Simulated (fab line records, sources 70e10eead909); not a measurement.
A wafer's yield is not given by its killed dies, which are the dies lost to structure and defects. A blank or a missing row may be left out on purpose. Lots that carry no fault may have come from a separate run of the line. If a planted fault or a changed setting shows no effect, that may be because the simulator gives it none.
fab line records :: flow nandHarc
record:
  lots: 7
  wafers: 18
  lastDay: 33
route steps=1302 shown A_ONON_D2@546
lots with no fault: from the same line, run without faults
startH: the number of hours between the record's first day and the start of the first shown wafer of the lot :: waitH: time in hours since the lot's previous step :: " identical to the entry in the row above :: L1.1+2: a row that stands for several wafers :: - no value, or no start given :: * or withheld: withheld :: < > ~ a bound
route shown NAME@n: a module of which the file shows steps, and the number in the route of the first :: usual: mean/standard deviation of fault-free wafers :: same: alike in all rows :: chamber/n: place in a boat :: sites: per-site readings :: _std_site: standard deviation of those values :: _edge_site: the outer-site mean with the inner-site mean subtracted :: radiusMm: how far each site lies from the wafer's centre :: mask NAME#n: copy n :: behind: the most recent tool/chamber to have shaped the wafer :: hold: what put the lot on hold/how long, in hours/how the hold closed :: device: names the non-switching transistor (n, p or np) :: end of line: tests run on the same wafers once the route is complete :: where a step has no rows: the recipe by itself :: killed: count of dies lost to structure and defects at first sort (not the wafer's yield) :: map: shows each die of a wafer: x if killed, . if not, _ if none is there
set.NAME: the setting the step ran with; set.NAME@STEP: the setting that earlier step ran with :: model.NAME: the simulator's own value behind a step, which no gauge read
lots at some steps of the route; a table a step, a row a wafer
services: when a tool's chamber went out of use (startH, in hours from the record's first day, below 0 if earlier), for how many hours, and the reason
== steps ==
step: NHARC_A_ONON_D2_THK_MEAS_02
recipe:
  thkMeasGauge: ellipsometry
usual:
  thkNm: 1000/11
lot.wafer: L727.1
tool: filmMetro-02
chamber: -
startH: 268.68
waitH: -
thkNm: 998

lot.wafer: L727.2
tool: filmMetro-02
chamber: -
startH: 268.68
waitH: -
thkNm: 996

lot.wafer: L727.3
tool: filmMetro-02
chamber: -
startH: 268.68
waitH: -
thkNm: 997

lot.wafer: L734.2
tool: filmMetro-02
chamber: -
startH: 348.12
waitH: -
thkNm: 1008

lot.wafer: L734.4
tool: filmMetro-02
chamber: -
startH: 348.12
waitH: -
thkNm: 1007

lot.wafer: L734.6
tool: filmMetro-02
chamber: -
startH: 348.12
waitH: -
thkNm: 1008

lot.wafer: L741.2
tool: filmMetro-01
chamber: -
startH: 420.70
waitH: -
thkNm: 997

lot.wafer: L741.6
tool: filmMetro-01
chamber: -
startH: 420.70
waitH: -
thkNm: 994

lot.wafer: L744.5
tool: filmMetro-02
chamber: -
startH: 439.09
waitH: -
thkNm: 1001

lot.wafer: L744.6
tool: filmMetro-02
chamber: -
startH: 439.09
waitH: -
thkNm: 1001

lot.wafer: L745.4
tool: filmMetro-01
chamber: -
startH: 453.18
waitH: -
thkNm: 1017

lot.wafer: L745.6
tool: filmMetro-01
chamber: -
startH: 453.18
waitH: -
thkNm: 1017

lot.wafer: L748.2
tool: filmMetro-01
chamber: -
startH: 484.91
waitH: -
thkNm: 1004

lot.wafer: L748.3
tool: filmMetro-01
chamber: -
startH: 484.91
waitH: -
thkNm: 1002

lot.wafer: L748.5
tool: filmMetro-01
chamber: -
startH: 484.91
waitH: -
thkNm: 1002

lot.wafer: L749.1
tool: filmMetro-02
chamber: -
startH: 499.05
waitH: -
thkNm: 996

lot.wafer: L749.3
tool: filmMetro-02
chamber: -
startH: 499.05
waitH: -
thkNm: 995

lot.wafer: L749.4
tool: filmMetro-02
chamber: -
startH: 499.05
waitH: -
thkNm: 994
step: NHARC_A_ONON_D2_DEP_03
recipe:
  targetThkA: 10000
  n2FlowSccm: 2750
  n2oFlowSccm: 2000
  nh3FlowSccm: 500
  sih4FlowSccm: 210
  tempC: 400
step: NHARC_A_ONON_D2_THK_MEAS_05
recipe:
  thkMeasGauge: ellipsometry
usual:
  thkNm: 999/11
lot.wafer: L727.1
tool: filmMetro-01
chamber: -
startH: 269.25
waitH: -
thkNm: 1014

lot.wafer: L727.2
tool: filmMetro-01
chamber: -
startH: 269.25
waitH: -
thkNm: 1013

lot.wafer: L727.3
tool: filmMetro-01
chamber: -
startH: 269.25
waitH: -
thkNm: 1012

lot.wafer: L734.2
tool: filmMetro-02
chamber: -
startH: 348.69
waitH: -
thkNm: 999

lot.wafer: L734.4
tool: filmMetro-02
chamber: -
startH: 348.69
waitH: -
thkNm: 998

lot.wafer: L734.6
tool: filmMetro-02
chamber: -
startH: 348.69
waitH: -
thkNm: 998

lot.wafer: L741.2
tool: filmMetro-02
chamber: -
startH: 421.27
waitH: -
thkNm: 993

lot.wafer: L741.6
tool: filmMetro-02
chamber: -
startH: 421.27
waitH: -
thkNm: 995

lot.wafer: L744.5
tool: filmMetro-02
chamber: -
startH: 439.65
waitH: -
thkNm: 991

lot.wafer: L744.6
tool: filmMetro-02
chamber: -
startH: 439.65
waitH: -
thkNm: 991

lot.wafer: L745.4
tool: filmMetro-02
chamber: -
startH: 453.74
waitH: -
thkNm: 988

lot.wafer: L745.6
tool: filmMetro-02
chamber: -
startH: 453.74
waitH: -
thkNm: 986

lot.wafer: L748.2
tool: filmMetro-02
chamber: -
startH: 485.47
waitH: -
thkNm: 994

lot.wafer: L748.3
tool: filmMetro-02
chamber: -
startH: 485.47
waitH: -
thkNm: 995

lot.wafer: L748.5
tool: filmMetro-02
chamber: -
startH: 485.47
waitH: -
thkNm: 994

lot.wafer: L749.1
tool: filmMetro-01
chamber: -
startH: 499.62
waitH: -
thkNm: 998

lot.wafer: L749.3
tool: filmMetro-01
chamber: -
startH: 499.62
waitH: -
thkNm: 998

lot.wafer: L749.4
tool: filmMetro-01
chamber: -
startH: 499.62
waitH: -
thkNm: 998
step: NHARC_A_ONON_D2_DEP_06
recipe:
  targetThkA: 10000
  n2FlowSccm: 2750
  n2oFlowSccm: 2000
  nh3FlowSccm: 500
  sih4FlowSccm: 210
  tempC: 400
step: NHARC_A_ONON_D2_THK_MEAS_08
recipe:
  thkMeasGauge: ellipsometry
usual:
  thkNm: 997/7.4
lot.wafer: L727.1
tool: filmMetro-02
chamber: -
startH: 269.81
waitH: -
thkNm: 987

lot.wafer: L727.2
tool: filmMetro-02
chamber: -
startH: 269.81
waitH: -
thkNm: 985

lot.wafer: L727.3
tool: filmMetro-02
chamber: -
startH: 269.81
waitH: -
thkNm: 982

lot.wafer: L734.2
tool: filmMetro-01
chamber: -
startH: 349.25
waitH: -
thkNm: 997

lot.wafer: L734.4
tool: filmMetro-01
chamber: -
startH: 349.25
waitH: -
thkNm: 999

lot.wafer: L734.6
tool: filmMetro-01
chamber: -
startH: 349.25
waitH: -
thkNm: 996

lot.wafer: L741.2
tool: filmMetro-02
chamber: -
startH: 421.83
waitH: -
thkNm: 986

lot.wafer: L741.6
tool: filmMetro-02
chamber: -
startH: 421.83
waitH: -
thkNm: 988

lot.wafer: L744.5
tool: filmMetro-01
chamber: -
startH: 440.23
waitH: -
thkNm: 985

lot.wafer: L744.6
tool: filmMetro-01
chamber: -
startH: 440.23
waitH: -
thkNm: 986

lot.wafer: L745.4
tool: filmMetro-01
chamber: -
startH: 454.31
waitH: -
thkNm: 1004

lot.wafer: L745.6
tool: filmMetro-01
chamber: -
startH: 454.31
waitH: -
thkNm: 1005

lot.wafer: L748.2
tool: filmMetro-01
chamber: -
startH: 486.05
waitH: -
thkNm: 1004

lot.wafer: L748.3
tool: filmMetro-01
chamber: -
startH: 486.05
waitH: -
thkNm: 1005

lot.wafer: L748.5
tool: filmMetro-01
chamber: -
startH: 486.05
waitH: -
thkNm: 1004

lot.wafer: L749.1
tool: filmMetro-01
chamber: -
startH: 500.18
waitH: -
thkNm: 996

lot.wafer: L749.3
tool: filmMetro-01
chamber: -
startH: 500.18
waitH: -
thkNm: 997

lot.wafer: L749.4
tool: filmMetro-01
chamber: -
startH: 500.18
waitH: -
thkNm: 994
step: NHARC_A_ONON_D2_DEP_09
recipe:
  targetThkA: 10000
  n2FlowSccm: 2750
  n2oFlowSccm: 2000
  nh3FlowSccm: 500
  sih4FlowSccm: 210
  tempC: 400
step: NHARC_A_ONON_D2_THK_MEAS_11
recipe:
  thkMeasGauge: ellipsometry
usual:
  thkNm: 999/8.1
lot.wafer: L727.1
tool: filmMetro-01
chamber: -
startH: 270.38
waitH: -
thkNm: 986

lot.wafer: L727.2
tool: filmMetro-01
chamber: -
startH: 270.38
waitH: -
thkNm: 985

lot.wafer: L727.3
tool: filmMetro-01
chamber: -
startH: 270.38
waitH: -
thkNm: 985

lot.wafer: L734.2
tool: filmMetro-01
chamber: -
startH: 349.83
waitH: -
thkNm: 1001

lot.wafer: L734.4
tool: filmMetro-01
chamber: -
startH: 349.83
waitH: -
thkNm: 1001

lot.wafer: L734.6
tool: filmMetro-01
chamber: -
startH: 349.83
waitH: -
thkNm: 1002

lot.wafer: L741.2
tool: filmMetro-01
chamber: -
startH: 422.41
waitH: -
thkNm: 997

lot.wafer: L741.6
tool: filmMetro-01
chamber: -
startH: 422.41
waitH: -
thkNm: 994

lot.wafer: L744.5
tool: filmMetro-02
chamber: -
startH: 440.79
waitH: -
thkNm: 998

lot.wafer: L744.6
tool: filmMetro-02
chamber: -
startH: 440.79
waitH: -
thkNm: 999

lot.wafer: L745.4
tool: filmMetro-02
chamber: -
startH: 454.87
waitH: -
thkNm: 1013

lot.wafer: L745.6
tool: filmMetro-02
chamber: -
startH: 454.87
waitH: -
thkNm: 1015

lot.wafer: L748.2
tool: filmMetro-02
chamber: -
startH: 486.61
waitH: -
thkNm: 993

lot.wafer: L748.3
tool: filmMetro-02
chamber: -
startH: 486.61
waitH: -
thkNm: 992

lot.wafer: L748.5
tool: filmMetro-02
chamber: -
startH: 486.61
waitH: -
thkNm: 993

lot.wafer: L749.1
tool: filmMetro-02
chamber: -
startH: 500.74
waitH: -
thkNm: 999

lot.wafer: L749.3
tool: filmMetro-02
chamber: -
startH: 500.74
waitH: -
thkNm: 1000

lot.wafer: L749.4
tool: filmMetro-02
chamber: -
startH: 500.74
waitH: -
thkNm: 997
step: NHARC_A_ONON_D2_DEP_12
recipe:
  targetThkA: 10000
  n2FlowSccm: 2750
  n2oFlowSccm: 2000
  nh3FlowSccm: 500
  sih4FlowSccm: 210
  tempC: 400
step: NHARC_A_ONON_D2_THK_MEAS_14
recipe:
  thkMeasGauge: ellipsometry
usual:
  thkNm: 1002/9.5
lot.wafer: L727.1
tool: filmMetro-02
chamber: -
startH: 270.95
waitH: -
thkNm: 1005

lot.wafer: L727.2
tool: filmMetro-02
chamber: -
startH: 270.95
waitH: -
thkNm: 1007

lot.wafer: L727.3
tool: filmMetro-02
chamber: -
startH: 270.95
waitH: -
thkNm: 1003

lot.wafer: L734.2
tool: filmMetro-01
chamber: -
startH: 350.41
waitH: -
thkNm: 1007

lot.wafer: L734.4
tool: filmMetro-01
chamber: -
startH: 350.41
waitH: -
thkNm: 1006

lot.wafer: L734.6
tool: filmMetro-01
chamber: -
startH: 350.41
waitH: -
thkNm: 1006

lot.wafer: L741.2
tool: filmMetro-02
chamber: -
startH: 422.97
waitH: -
thkNm: 1009

lot.wafer: L741.6
tool: filmMetro-02
chamber: -
startH: 422.97
waitH: -
thkNm: 1008

lot.wafer: L744.5
tool: filmMetro-02
chamber: -
startH: 441.36
waitH: -
thkNm: 1001

lot.wafer: L744.6
tool: filmMetro-02
chamber: -
startH: 441.36
waitH: -
thkNm: 1001

lot.wafer: L745.4
tool: filmMetro-02
chamber: -
startH: 455.43
waitH: -
thkNm: 991

lot.wafer: L745.6
tool: filmMetro-02
chamber: -
startH: 455.43
waitH: -
thkNm: 993

lot.wafer: L748.2
tool: filmMetro-01
chamber: -
startH: 487.17
waitH: -
thkNm: 987

lot.wafer: L748.3
tool: filmMetro-01
chamber: -
startH: 487.17
waitH: -
thkNm: 986

lot.wafer: L748.5
tool: filmMetro-01
chamber: -
startH: 487.17
waitH: -
thkNm: 987

lot.wafer: L749.1
tool: filmMetro-02
chamber: -
startH: 501.31
waitH: -
thkNm: 992

lot.wafer: L749.3
tool: filmMetro-02
chamber: -
startH: 501.31
waitH: -
thkNm: 992

lot.wafer: L749.4
tool: filmMetro-02
chamber: -
startH: 501.31
waitH: -
thkNm: 990
step: NHARC_A_ONON_D2_ANNEAL_15
recipe:
  tempC: 750
  timeS: 3600
step: NHARC_A_ONON_D2_DEP_16
recipe:
  targetThkA: 10000
  n2FlowSccm: 2750
  n2oFlowSccm: 2000
  nh3FlowSccm: 500
  sih4FlowSccm: 210
  tempC: 400
step: NHARC_A_ONON_D2_THK_MEAS_18
recipe:
  thkMeasGauge: ellipsometry
usual:
  thkNm: 1002/10
lot.wafer: L727.1
tool: filmMetro-02
chamber: -
startH: 281.12
waitH: -
thkNm: 1008

lot.wafer: L727.2
tool: filmMetro-02
chamber: -
startH: 281.12
waitH: -
thkNm: 1007

lot.wafer: L727.3
tool: filmMetro-02
chamber: -
startH: 281.12
waitH: -
thkNm: 1007

lot.wafer: L734.2
tool: filmMetro-02
chamber: -
startH: 357.74
waitH: -
thkNm: 1002

lot.wafer: L734.4
tool: filmMetro-02
chamber: -
startH: 357.74
waitH: -
thkNm: 1002

lot.wafer: L734.6
tool: filmMetro-02
chamber: -
startH: 357.74
waitH: -
thkNm: 1003

lot.wafer: L741.2
tool: filmMetro-01
chamber: -
startH: 430.71
waitH: -
thkNm: 1002

lot.wafer: L741.6
tool: filmMetro-01
chamber: -
startH: 430.71
waitH: -
thkNm: 999

lot.wafer: L744.5
tool: filmMetro-02
chamber: -
startH: 445.76
waitH: -
thkNm: 1007

lot.wafer: L744.6
tool: filmMetro-02
chamber: -
startH: 445.76
waitH: -
thkNm: 1004

lot.wafer: L745.4
tool: filmMetro-02
chamber: -
startH: 463.46
waitH: -
thkNm: 993

lot.wafer: L745.6
tool: filmMetro-02
chamber: -
startH: 463.46
waitH: -
thkNm: 994

lot.wafer: L748.2
tool: filmMetro-01
chamber: -
startH: 494.54
waitH: -
thkNm: 1001

lot.wafer: L748.3
tool: filmMetro-01
chamber: -
startH: 494.54
waitH: -
thkNm: 999

lot.wafer: L748.5
tool: filmMetro-01
chamber: -
startH: 494.54
waitH: -
thkNm: 1000

lot.wafer: L749.1
tool: filmMetro-01
chamber: -
startH: 508.78
waitH: -
thkNm: 986

lot.wafer: L749.3
tool: filmMetro-01
chamber: -
startH: 508.78
waitH: -
thkNm: 987

lot.wafer: L749.4
tool: filmMetro-01
chamber: -
startH: 508.78
waitH: -
thkNm: 986
step: NHARC_A_ONON_D2_DEP_19
recipe:
  targetThkA: 10000
  n2FlowSccm: 2750
  n2oFlowSccm: 2000
  nh3FlowSccm: 500
  sih4FlowSccm: 210
  tempC: 400
usual:
  n2FlowSccm: 2750/7.9
lot.wafer: L727.1
tool: pecvdOnon-02
chamber: 0
startH: 281.18
waitH: 0.1
n2FlowSccm: 2770

lot.wafer: L727.2
tool: pecvdOnon-02
chamber: 0
startH: 281.18
waitH: 0.1
n2FlowSccm: 2760

lot.wafer: L727.3
tool: pecvdOnon-02
chamber: 0
startH: 281.18
waitH: 0.1
n2FlowSccm: 2760

lot.wafer: L734.2
tool: pecvdOnon-01
chamber: 0
startH: 357.85
waitH: 0.1
n2FlowSccm: 2757

lot.wafer: L734.4
tool: pecvdOnon-01
chamber: 0
startH: 357.85
waitH: 0.1
n2FlowSccm: 2744

lot.wafer: L734.6
tool: pecvdOnon-01
chamber: 0
startH: 357.85
waitH: 0.1
n2FlowSccm: 2746

lot.wafer: L741.2
tool: pecvdOnon-01
chamber: 0
startH: 430.82
waitH: 0.1
n2FlowSccm: 2757

lot.wafer: L741.6
tool: pecvdOnon-01
chamber: 0
startH: 430.82
waitH: 0.1
n2FlowSccm: 2752

lot.wafer: L744.5
tool: pecvdOnon-01
chamber: 0
startH: 446.06
waitH: 0.3
n2FlowSccm: 2742

lot.wafer: L744.6
tool: pecvdOnon-01
chamber: 0
startH: 446.06
waitH: 0.3
n2FlowSccm: 2751

lot.wafer: L745.4
tool: pecvdOnon-01
chamber: 0
startH: 463.69
waitH: 0.2
n2FlowSccm: 2759

lot.wafer: L745.6
tool: pecvdOnon-01
chamber: 0
startH: 463.69
waitH: 0.2
n2FlowSccm: 2758

lot.wafer: L748.2
tool: pecvdOnon-02
chamber: 0
startH: 494.65
waitH: 0.1
n2FlowSccm: 2745

lot.wafer: L748.3
tool: pecvdOnon-02
chamber: 0
startH: 494.65
waitH: 0.1
n2FlowSccm: 2751

lot.wafer: L748.5
tool: pecvdOnon-02
chamber: 0
startH: 494.65
waitH: 0.1
n2FlowSccm: 2748

lot.wafer: L749.1
tool: pecvdOnon-03
chamber: 0
startH: 508.83
waitH: 0.1
n2FlowSccm: 2748

lot.wafer: L749.3
tool: pecvdOnon-03
chamber: 0
startH: 508.83
waitH: 0.1
n2FlowSccm: 2739

lot.wafer: L749.4
tool: pecvdOnon-03
chamber: 0
startH: 508.83
waitH: 0.1
n2FlowSccm: 2743
step: NHARC_A_ONON_D2_THK_MEAS_21
recipe:
  thkMeasGauge: ellipsometry
usual:
  thkNm: 997/11
lot.wafer: L727.1
tool: filmMetro-01
chamber: -
startH: 281.71
waitH: -
thkNm: 980

lot.wafer: L727.2
tool: filmMetro-01
chamber: -
startH: 281.71
waitH: -
thkNm: 979

lot.wafer: L727.3
tool: filmMetro-01
chamber: -
startH: 281.71
waitH: -
thkNm: 981

lot.wafer: L734.2
tool: filmMetro-02
chamber: -
startH: 358.30
waitH: -
thkNm: 991

lot.wafer: L734.4
tool: filmMetro-02
chamber: -
startH: 358.30
waitH: -
thkNm: 995

lot.wafer: L734.6
tool: filmMetro-02
chamber: -
startH: 358.30
waitH: -
thkNm: 993

lot.wafer: L741.2
tool: filmMetro-01
chamber: -
startH: 431.28
waitH: -
thkNm: 988

lot.wafer: L741.6
tool: filmMetro-01
chamber: -
startH: 431.28
waitH: -
thkNm: 1078

lot.wafer: L744.5
tool: filmMetro-02
chamber: -
startH: 446.34
waitH: -
thkNm: 1008

lot.wafer: L744.6
tool: filmMetro-02
chamber: -
startH: 446.34
waitH: -
thkNm: 1095

lot.wafer: L745.4
tool: filmMetro-02
chamber: -
startH: 464.03
waitH: -
thkNm: 1105

lot.wafer: L745.6
tool: filmMetro-02
chamber: -
startH: 464.03
waitH: -
thkNm: 1105

lot.wafer: L748.2
tool: filmMetro-01
chamber: -
startH: 495.10
waitH: -
thkNm: 995

lot.wafer: L748.3
tool: filmMetro-01
chamber: -
startH: 495.10
waitH: -
thkNm: 993

lot.wafer: L748.5
tool: filmMetro-01
chamber: -
startH: 495.10
waitH: -
thkNm: 993

lot.wafer: L749.1
tool: filmMetro-02
chamber: -
startH: 509.35
waitH: -
thkNm: 1011

lot.wafer: L749.3
tool: filmMetro-02
chamber: -
startH: 509.35
waitH: -
thkNm: 1012

lot.wafer: L749.4
tool: filmMetro-02
chamber: -
startH: 509.35
waitH: -
thkNm: 1011
step: NHARC_A_ONON_D2_DEP_22
recipe:
  targetThkA: 10000
  n2FlowSccm: 2750
  n2oFlowSccm: 2000
  nh3FlowSccm: 500
  sih4FlowSccm: 210
  tempC: 400
== services ==
tool: pecvdOnon-01
chamber: -
startH: 269.27
hours: 13.0
kind: pm

tool: pecvdOnon-02
chamber: -
startH: 366.00
hours: 13.0
kind: pm

tool: pecvdOnon-03
chamber: -
startH: 408.19
hours: 13.0
kind: pm

tool: pecvdOnon-01
chamber: -
startH: 450.27
hours: 13.0
kind: pm
== key ==
firstSign:
  step: NHARC_A_ONON_D2_THK_MEAS_21
  reading: thkNm
  direction: up
  sigmas: 9.3
  usual: 997
  struck: 1096
effect none on later readings
metAt NHARC_A_ONON_D2_DEP_19
struckWafers L741.6,L744.6,L745.4,L745.6
laterRowsLeftOut L741.6,L744.6,L745.4,L745.6
sortLeftOut L741.6,L744.6,L745.4,L745.6
testerLeftOut L741,L744,L745
onsetBetween 357.85 430.82
fault:
  kind: processParameterDrift
  tool: pecvdOnon-01
  chamber: -
  onsetH: 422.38
  steps: NHARC_A_ONON_D2_DEP_19
  channel: targetThkA
  offset: *
  shape: step
  endH: 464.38
  scope: struckWafersOnly
  actsIn: *
  stated: *
testerLeftOut: of these lots the tester's yield and bins aren't shown, on N5 and GAA mostly nor the transistor test; their killed dies are dies lost to structure and defects alone, not to doping, threshold or leakage, so they don't give the yield
sortLeftOut: the simulated sort isn't trusted on such a fault, so these wafers' sort isn't shown, and their yield isn't known
laterRowsLeftOut: the simulator's readings of these wafers behind a module that went badly wrong aren't trusted and aren't shown, but for the sort
